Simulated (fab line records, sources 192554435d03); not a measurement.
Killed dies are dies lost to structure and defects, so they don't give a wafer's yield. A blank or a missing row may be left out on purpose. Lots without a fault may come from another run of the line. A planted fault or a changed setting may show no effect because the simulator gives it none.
Chamber matching | flow n5_finfet | N5_BEOL_M7_DESCUM_33 on rie_diel-01: 4 sister chambers
The step chemistry O2, time 7 s. 4 wafers are shown with their chamber, then 9 later ones without.

WAFERS WITH THEIR CHAMBER
wafer  | chamber | showerhead_plenum_p_Torr (Torr)
L082.3 | 0       | 2.02
L087.3 | 3       | 2.00
L085.2 | 2       | 2.14
L085.5 | 1       | 2.12

WAFERS WITHOUT THEIR CHAMBER
wafer  | showerhead_plenum_p_Torr (Torr)
L089.2 | 2.02
L089.3 | 2.00
L089.6 | 2.13
L093.1 | 2.00
L093.3 | 2.11
L093.5 | 2.01
L097.2 | 2.01
L097.3 | 2.11
L097.6 | 2.11

WHICH CHAMBER EACH WENT THROUGH
wafer  | from the rows above     | in truth
L089.2 | 0                       | 0
L089.3 | 3                       | 3
L089.6 | can't be placed: 1 or 2 | 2
L093.1 | 3                       | 3
L093.3 | 1                       | 1
L093.5 | can't be placed: 3 or 0 | 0
L097.2 | can't be placed: 3 or 0 | 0
L097.3 | 1                       | 1
L097.6 | 1                       | 1
Placed correctly: 6 of 9. Can't be placed from these rows: 3 (the true chamber is among the candidates in 3). Placed wrongly: 0.
How it was worked out, from the rows above alone: a wafer's distance from a chamber is the root of the sum, over the readings, of the square of ((its reading less the chamber's mean) divided by the reading's scatter). The wafer belongs to the nearest chamber; if the next one is less than 2 further off, it can't be placed. A chamber's mean is the mean of its shown wafers. The scatter: with one shown wafer a chamber, the root of the mean of the squares of how far each hidden wafer lies from its nearest shown one.
